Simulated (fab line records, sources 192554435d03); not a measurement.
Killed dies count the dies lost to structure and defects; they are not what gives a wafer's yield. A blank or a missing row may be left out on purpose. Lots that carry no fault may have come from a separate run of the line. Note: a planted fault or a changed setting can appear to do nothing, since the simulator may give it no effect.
Matching of chambers | flow n5-finfet | N5_BEOL_M0_SAQP_HM_OPEN_112 on rie-diel-05 has 4 sister chambers
The step chemistry CHF3/O2, target SiO2, stops on a-Si, target depth 12 nm, time 13.5 s. 4 wafers are shown with their chamber, then 6 later ones without.

## WAFERS, EACH WITH ITS CHAMBER
wafer  | chamber | showerhead-plenum-p-Torr (Torr)
L193.2 | 3       | 2.57
L194.5 | 0       | 2.32
L195.1 | 1       | 2.39
L195.2 | 2       | 2.45

## WAFERS WHOSE CHAMBER IS MISSING
wafer  | showerhead-plenum-p-Torr (Torr)
L195.4 | 2.32
L199.4 | 2.56
L199.6 | 2.44
L205.4 | 2.38
L205.5 | 2.31
L205.6 | 2.56

## CHAMBER TAKEN BY EACH
wafer  | from the rows above | in truth
L195.4 | 0                   | 0
L199.4 | 3                   | 3
L199.6 | 2                   | 2
L205.4 | 1                   | 1
L205.5 | 0                   | 0
L205.6 | 3                   | 3
Correct placement for 6 of the 6. Number that these rows cannot place: 0. 0 placed wrongly.
How it was worked out, from the rows above alone: a wafer's distance from a chamber is the root of the sum, over the readings, of the square of ((its reading less the chamber's mean) divided by the reading's scatter). The wafer belongs to the nearest chamber; if the next one is less than 2 further off, it can't be placed. Each chamber's mean is taken over the wafers shown for it. The scatter (one wafer shown for each chamber): square how far every hidden wafer sits from the nearest shown wafer, average those squares and take the square root.
